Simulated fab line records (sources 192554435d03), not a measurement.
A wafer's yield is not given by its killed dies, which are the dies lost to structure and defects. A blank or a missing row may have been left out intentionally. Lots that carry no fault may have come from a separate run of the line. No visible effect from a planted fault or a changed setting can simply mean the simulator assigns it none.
fab line records ; flow n5_finfet
record lots=13; wafers=30; last_day=17
route steps=1938 shown BEOL_M15@1828 MIM_TOP@1838 MIM_TOP_ETCH@1852 MIM_BOT_LITHO@1863 PASSIVATION@1936
lots with no fault: from the same line, run without faults
start_h: hours from the record's opening day to when the first of the lot's shown wafers began ; wait_h: how many hours have passed since the lot's step before this one ; " same as the row above ; L1.1+2: several wafers, shown together as one row ; - no value, or no start was given ; * or withheld: withheld ; < > ~ a bound
route shown NAME@n: NAME is a module with steps in the file, n the number in the route of the first one ; usual: mean/standard deviation of fault-free wafers ; same: alike in all rows ; chamber/n: place in a boat ; sites: the reading at each site ; _std_site: their standard deviation ; _edge_site: inner sites' mean taken away from outer sites' mean ; radius_mm: how far each site lies from the wafer's centre ; mask NAME#n: copy n ; behind: tool/chamber where the wafer was last shaped ; hold: what put the lot on hold/how long, in hours/how the hold closed ; device: the n, p or np transistor that did not switch ; end of line: tests of these same wafers at the route's end ; step lacking rows: just its recipe ; killed: the dies lost at the first sort to structure and to defects; this is not the yield of the wafer ; map: a wafer's dies, x killed, . not, _ none there
set.NAME: setting as actually run; set.NAME@STEP: the setting as run at that earlier step ; model.NAME: the simulator's own value behind a step, which no gauge read
one table for each step of the route and one row for each wafer, over a sample of lots
services: from which hour (start_h, from the record's first day; less than 0 if before it) a tool's chamber was out of use, for how many hours, and why
## steps
# step N5_BEOL_M15_RS_MEAS_54
# recipe thk_meas_gauge=four-point-probe; reads=Cu_of_BEOL_M15_ECD_47+Ta_of_BEOL_M15_SPUTTER_44+TaN_of_BEOL_M15_SPUTTER_43
# usual M15_RS=0.0218/0.00037
lot.wafer;tool;chamber;start_h;wait_h;M15_RS[ohm/sq]
L114.4;film_metro-01;-;258.34;0.0;0.0221
L114.5;film_metro-01;-;258.34;0.0;0.0218
L114.6;film_metro-01;-;258.34;0.0;0.0218
L117.2;film_metro-01;-;270.84;0.1;0.0216
L117.3;film_metro-01;-;270.84;0.1;0.0221
L116.3;film_metro-02;-;272.73;0.1;0.0223
L116.6;film_metro-02;-;272.73;0.1;0.0217
L119.3;film_metro-02;-;278.30;0.1;0.0213
L119.5;film_metro-02;-;278.30;0.1;0.0210
L120.1;film_metro-01;-;288.98;0.0;0.0218
L120.6;film_metro-01;-;288.98;0.0;0.0219
L121.1;film_metro-01;-;301.12;0.0;0.0220
L121.3;film_metro-01;-;301.12;0.0;0.0215
L124.2;film_metro-02;-;307.46;0.1;0.0221
L124.5;film_metro-02;-;307.46;0.1;0.0223
L126.5;film_metro-01;-;332.67;0.0;0.0219
L126.6;film_metro-01;-;332.67;0.0;0.0208
L130.2;film_metro-02;-;349.03;0.1;0.0212
L130.6;film_metro-02;-;349.03;0.1;0.0222
L132.2;film_metro-02;-;362.14;0.1;0.0218
L132.3;film_metro-02;-;362.14;0.1;0.0218
L132.4;film_metro-02;-;362.14;0.1;0.0220
L131.1;film_metro-01;-;363.58;0.0;0.0217
L131.2;film_metro-01;-;363.58;0.0;0.0223
L133.3;film_metro-01;-;376.24;0.1;0.0220
L133.4;film_metro-01;-;376.24;0.1;0.0220
L133.6;film_metro-01;-;376.24;0.1;0.0222
L136.2;film_metro-02;-;397.93;0.1;0.0213
L136.4;film_metro-02;-;397.93;0.1;0.0215
L136.6;film_metro-02;-;397.93;0.1;0.0215
# step N5_MIM_TOP_SPUTTER_03
# recipe material=TiN; target_thk_a=350; temp_c=200; power_w=3000; chamber_pressure_pa=0.49996; gas=Ar; reactive_partial_pa=0.37997; time_s=89.7
# usual cathode_dc_power_W=3000.0/0.56; chamber_pressure_pa=0.4999/0.00099; susceptor_temp_C=200.02/0.17; throttle_valve_pct=29.8/1.1
lot.wafer;tool;chamber;start_h;wait_h;cathode_dc_power_W;chamber_pressure_pa;susceptor_temp_C;throttle_valve_pct
L114.4;pvd_sputter-01;-;262.30;0.0;3000.5;0.4994;199.97;28.4
L114.5;pvd_sputter-01;-;262.30;0.0;3000.8;0.4997;200.02;28.1
L114.6;pvd_sputter-01;-;262.30;0.0;2999.2;0.4988;200.10;29.3
L117.2;pvd_sputter-01;-;275.16;0.0;3000.3;0.5028;200.34;32.3
L117.3;pvd_sputter-01;-;275.16;0.0;3000.6;0.5006;199.86;29.4
L116.3;pvd_sputter-01;-;276.44;0.0;3000.4;0.4996;199.87;31.9
L116.6;pvd_sputter-01;-;276.44;0.0;3000.2;0.5012;200.18;29.4
L119.3;pvd_sputter-02;-;282.11;0.0;2999.3;0.4984;199.98;30.3
L119.5;pvd_sputter-02;-;282.11;0.0;2999.9;0.4978;199.97;28.4
L120.1;pvd_sputter-03;-;294.34;0.0;2999.7;0.4998;200.02;28.8
L120.6;pvd_sputter-03;-;294.34;0.0;2999.9;0.4986;200.08;30.2
L121.1;pvd_sputter-02;-;305.59;0.0;3000.0;0.5001;200.04;30.0
L121.3;pvd_sputter-02;-;305.59;0.0;3000.0;0.4995;200.11;29.9
L124.2;pvd_sputter-02;-;313.02;0.0;3000.3;0.5007;199.82;28.2
L124.5;pvd_sputter-02;-;313.02;0.0;2999.3;0.5000;199.82;30.6
L126.5;pvd_sputter-02;-;335.34;0.0;2999.6;0.4994;199.92;28.1
L126.6;pvd_sputter-02;-;335.34;0.0;2999.9;0.4983;199.95;30.6
L130.2;pvd_sputter-03;-;354.42;0.0;3000.3;0.5005;200.15;28.8
L130.6;pvd_sputter-03;-;354.42;0.0;3000.8;0.4988;199.84;30.3
L132.2;pvd_sputter-03;-;365.63;0.0;2999.9;0.4995;200.12;30.6
L132.3;pvd_sputter-03;-;365.63;0.0;3000.0;0.4997;200.33;28.7
L132.4;pvd_sputter-03;-;365.63;0.0;3001.0;0.5012;200.09;28.7
L131.1;pvd_sputter-01;-;366.43;0.0;3000.0;0.5013;200.19;32.1
L131.2;pvd_sputter-01;-;366.43;0.0;3000.5;0.5000;200.01;29.5
L133.3;pvd_sputter-03;-;378.92;0.0;2999.8;0.4989;200.31;30.0
L133.4;pvd_sputter-03;-;378.92;0.0;3000.8;0.5013;200.06;30.5
L133.6;pvd_sputter-03;-;378.92;0.0;2999.9;0.5001;200.20;28.7
L136.2;pvd_sputter-02;-;401.05;0.0;2998.8;0.5013;200.03;30.2
L136.4;pvd_sputter-02;-;401.05;0.0;2999.5;0.4998;199.71;30.3
L136.6;pvd_sputter-02;-;401.05;0.0;2999.1;0.5021;199.79;30.3
# step N5_MIM_TOP_ETCH_STRIP_01
# recipe chemistry=O2; power_w=600; temp_c=60; pressure_mtorr=30; rf_frequency_hz=6e+07; bias_power_w=0; overash_fraction=0.5; o2_flow_sccm=225
# usual chamber_pressure_mTorr=30.00/0.078; drypump_motor_current_A=5.6/0.53; o2_flow_sccm=224.9/0.7; oes_product_au=0.83/0.095; rf_vpp_V=3.6/1.5; showerhead_plenum_p_Torr=2.10/0.095; temp_c=60.01/0.11; throttle_valve_pct=16.67/0.23
# same overash_fraction=0.5
lot.wafer;tool;chamber;start_h;wait_h;chamber_pressure_mTorr;drypump_motor_current_A;o2_flow_sccm;oes_product_au;rf_hours_counter_h;rf_vpp_V;showerhead_plenum_p_Torr;temp_c;throttle_valve_pct
L114.4;rie_diel-02;2;263.57;0.1;30.11;5.6;224.5;0.81;103;4.2;2.02;60.08;16.68
L114.5;rie_diel-02;0;263.57;0.1;29.79;5.7;225.4;0.73;-;0.7;1.93;59.86;17.00
L114.6;rie_diel-02;1;263.57;0.1;30.06;5.4;225.2;1.00;-;4.8;2.07;60.15;16.68
L117.2;rie_diel-02;0;275.99;0.1;30.07;5.7;224.5;0.72;171;3.2;1.93;59.93;17.09
L117.3;rie_diel-02;1;275.99;0.1;29.94;5.5;224.5;0.94;4;2.4;2.07;60.01;16.68
L116.3;rie_diel-02;1;277.27;0.1;30.15;5.4;224.4;0.96;4;3.7;2.07;59.99;16.71
L116.6;rie_diel-02;2;277.27;0.1;29.95;5.6;225.3;0.81;-;3.9;2.02;60.30;16.66
L119.3;rie_diel-06;0;283.22;0.1;29.92;6.2;224.4;0.68;255;3.2;1.96;59.98;17.15
L119.5;rie_diel-06;0;283.22;0.1;29.98;6.3;224.6;0.67;-;2.9;1.96;59.99;17.14
L120.1;rie_diel-03;2;295.54;0.2;30.10;5.3;224.7;0.80;89;2.7;2.04;60.04;16.85
L120.6;rie_diel-03;2;295.54;0.2;30.03;5.3;225.3;0.81;-;5.6;2.04;60.11;16.83
L121.1;rie_diel-06;1;306.64;0.3;29.92;5.4;225.4;0.76;144;4.8;2.17;60.15;16.51
L121.3;rie_diel-06;2;306.64;0.3;29.95;4.7;224.6;0.96;9;4.9;2.06;60.03;16.52
L124.2;rie_diel-06;0;313.92;0.1;30.04;6.3;226.5;0.99;2;3.1;2.22;60.13;16.66
L124.5;rie_diel-06;0;313.92;0.1;29.99;6.2;225.0;0.99;-;3.0;2.22;59.79;16.65
L126.5;rie_diel-06;3;336.17;0.0;29.94;4.8;224.7;0.77;-;3.2;2.09;59.94;16.82
L126.6;rie_diel-06;0;336.17;0.0;30.08;6.2;225.1;0.95;-;4.2;2.22;59.95;16.65
L130.2;rie_diel-02;0;355.25;0.1;29.87;5.7;225.4;0.69;198;0.9;1.92;58.92;17.07
L130.6;rie_diel-02;3;355.25;0.1;30.15;6.0;224.7;0.85;-;2.8;2.12;58.81;16.35
L132.2;rie_diel-02;1;366.39;0.1;30.07;5.5;226.0;0.90;31;4.7;2.06;58.82;16.73
L132.3;rie_diel-02;0;366.39;0.1;30.07;5.7;223.4;0.69;202;6.3;1.92;58.95;17.09
L132.4;rie_diel-02;3;366.39;0.1;29.96;6.0;226.0;0.86;52;2.6;2.12;59.13;16.35
L131.1;rie_diel-03;2;367.25;0.1;29.88;5.3;222.8;0.79;112;3.5;2.03;60.05;16.90
L131.2;rie_diel-03;3;367.25;0.1;30.11;6.5;224.4;0.93;31;1.7;2.23;60.05;16.45
L133.3;rie_diel-02;0;379.88;0.1;29.98;5.7;223.5;0.69;205;1.4;1.92;58.95;17.11
L133.4;rie_diel-02;1;379.88;0.1;30.03;5.5;225.8;0.87;35;1.8;2.06;58.94;16.76
L133.6;rie_diel-02;3;379.88;0.1;30.14;6.0;225.4;0.86;-;4.8;2.12;58.85;16.40
L136.2;rie_diel-06;0;401.98;0.2;30.08;6.3;223.6;0.89;31;5.8;2.21;59.77;16.69
L136.4;rie_diel-06;1;401.98;0.2;29.98;5.4;225.6;0.72;166;6.3;2.16;60.09;16.56
L136.6;rie_diel-06;1;401.98;0.2;29.93;5.4;225.9;0.74;-;2.4;2.16;60.02;16.57
# step N5_MIM_BOT_LITHO_OVL_MEAS_11
# recipe points_per_wafer=44
# usual MIM_BOT_OVL=3/5.4
lot.wafer;tool;chamber;start_h;wait_h;MIM_BOT_OVL[nm]
L114.4;overlay-02;0;264.02;0.0;-2
L114.5;overlay-02;0;264.02;0.0;-4
L114.6;overlay-02;0;264.02;0.0;6
L117.2;overlay-01;0;276.44;0.0;8
L117.3;overlay-01;0;276.44;0.0;6
L116.3;overlay-02;0;277.72;0.0;2
L116.6;overlay-02;0;277.72;0.0;8
L119.3;overlay-02;0;283.79;0.0;8
L119.5;overlay-02;0;283.79;0.0;8
L120.1;overlay-01;0;296.01;0.0;-7
L120.6;overlay-01;0;296.01;0.0;-3
L121.1;overlay-02;0;307.22;0.0;-5
L121.3;overlay-02;0;307.22;0.0;-3
L124.2;overlay-01;0;314.49;0.0;2
L124.5;overlay-01;0;314.49;0.0;1
L126.5;overlay-01;0;336.73;0.0;9
L126.6;overlay-01;0;336.73;0.0;-2
L130.2;overlay-02;0;355.72;0.0;7
L130.6;overlay-02;0;355.72;0.0;5
L132.2;overlay-02;0;366.85;0.0;-3
L132.3;overlay-02;0;366.85;0.0;1
L132.4;overlay-02;0;366.85;0.0;1
L131.1;overlay-02;0;367.74;0.0;2
L131.2;overlay-02;0;367.74;0.0;6
L133.3;overlay-02;0;380.35;0.0;4
L133.4;overlay-02;0;380.35;0.0;3
L133.6;overlay-02;0;380.35;0.0;4
L136.2;overlay-01;0;402.43;0.0;2
L136.4;overlay-01;0;402.43;0.0;2
L136.6;overlay-01;0;402.43;0.0;3
# step N5_PASSIVATION_PROBE_49
# usual defect_limited_yield=91.2/1.4; killed_at_M0_to_M3=32/9.3; killed_at_M4_up=14/4.9; killed_at_contacts=15/7.5; killed_at_front_end=40/11; killed_at_other=4/3.3; killed_dies=104/17; killed_open=68/14; killed_short=33/7.9; sort_bin_5_function=5.2/0.99; sort_bin_6_memory=3.2/0.65; sort_bin_8_speed=0.03/0.19; sort_n_pass=1076/17; sort_yield_pct=91.1/1.5
# same gross_dies=1180; killed_at_back_side=0; sort_bin_4_leakage[%]=0
lot.wafer;tool;chamber;start_h;wait_h;defect_limited_yield[%];killed_at_M0_to_M3;killed_at_M4_up;killed_at_contacts;killed_at_front_end;killed_at_other;killed_dies;killed_open;killed_short;sort_bin_5_function[%];sort_bin_6_memory[%];sort_bin_8_speed[%];sort_n_pass;sort_yield_pct[%]
L133.3;prober-01;-;390.79;0.1;90.7;46;13;8;29;14;110;61;39;6.1;3.1;0;1070;90.7
L133.4;prober-01;-;390.84;0.2;90.6;48;7;14;38;4;111;64;35;4.9;3.3;0;1069;90.6
L133.6;prober-01;-;390.94;0.3;90.8;31;18;8;44;7;108;63;41;5.8;3.2;0;1072;90.8
# killed by level:class
L133.3 BEOL_M0_SAQP:geometric_particle:open=13 BEOL_M1:geometric_particle:open=11 BEOL_M0_SAQP:geometric_particle:short=10 PASSIVATION:area_etch=10 FIN_SAQP:geometric_particle:short=8 STI_FIN_REVEAL:geometric_particle:open=6 MOL_CONTACT_COAG:geometric_particle:open=6 BEOL_M4:geometric_particle:open=6
L133.4 MOL_CONTACT_COAG:geometric_particle:open=12 BEOL_M0_SAQP:geometric_particle:open=12 BEOL_M1:geometric_particle:open=12 HKMG_FIN:area_etch=12 BEOL_M0_SAQP:geometric_particle:short=8 FIN_SAQP:geometric_particle:open=7 BEOL_M1:geometric_particle:short=6 STARTING-WAFER:geometric_particle:open=4
L133.6 BEOL_M0_SAQP:geometric_particle:short=11 STI_FIN_REVEAL:geometric_particle:open=9 FIN_SAQP:geometric_particle:open=8 BEOL_M0_SAQP:geometric_particle:open=7 BEOL_M5:geometric_particle:open=7 MOL_CONTACT_COAG:geometric_particle:open=6 BEOL_M1:geometric_particle:open=6 GATE_CUT:geometric_particle:short=5
## services
tool;chamber;start_h;hours;kind
rie_diel-02;1;245.26;-;clean
rie_diel-02;1;245.26;-;consumable_replace:focus_ring
rie_diel-02;1;245.26;17.8;scheduled_down
rie_diel-02;1;245.26;17.8;vent_cycle
rie_diel-06;2;262.16;-;clean
rie_diel-06;2;262.16;-;consumable_replace:focus_ring
rie_diel-06;2;262.16;25.1;scheduled_down
rie_diel-06;2;262.16;25.1;vent_cycle
rie_diel-03;0;274.83;3.8;repair
rie_diel-06;3;276.39;6.5;repair
rie_diel-02;3;277.39;11.6;repair
rie_diel-06;0;287.31;-;clean
rie_diel-06;0;287.31;-;consumable_replace:focus_ring
rie_diel-06;0;287.31;-;consumable_replace:showerhead
rie_diel-06;0;287.31;19.2;scheduled_down
rie_diel-06;3;289.56;18.8;repair
rie_diel-02;3;297.64;18.1;repair
rie_diel-02;1;303.65;4.8;repair
rie_diel-06;1;313.27;20.2;repair
rie_diel-02;0;320.60;12.9;repair
rie_diel-03;2;336.02;2.5;repair
rie_diel-03;1;354.76;13.3;repair
rie_diel-03;0;362.06;14.1;repair
rie_diel-02;2;380.92;7.2;repair
## key
first_sign step=N5_MIM_TOP_ETCH_STRIP_01; reading=temp_c; direction=down; sigmas=9.6; usual=*; struck=*
effect none on later readings
met_at N5_MIM_TOP_ETCH_STRIP_01
struck_lots L130,L132,L133
baseline_loss step=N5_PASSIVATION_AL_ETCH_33; wafers=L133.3
baseline_loss step=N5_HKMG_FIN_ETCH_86; wafers=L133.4
not_acting_at N5_BEOL_M15_RS_MEAS_54,N5_MIM_TOP_SPUTTER_03,N5_MIM_BOT_LITHO_OVL_MEAS_11
onset_between 277.27 355.25
fault kind=process_parameter_drift; tool=rie_diel-02; chamber=-; onset_h=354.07; steps=N5_MIM_TOP_ETCH_STRIP_01; channel=temp_c; offset=*; shape=step; end_h=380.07; acts_in=*; stated=*
# baseline_loss: these wafers lose ten dies or more at that step, a loss of the line's own and not of a fault; the sort's usual values leave them out
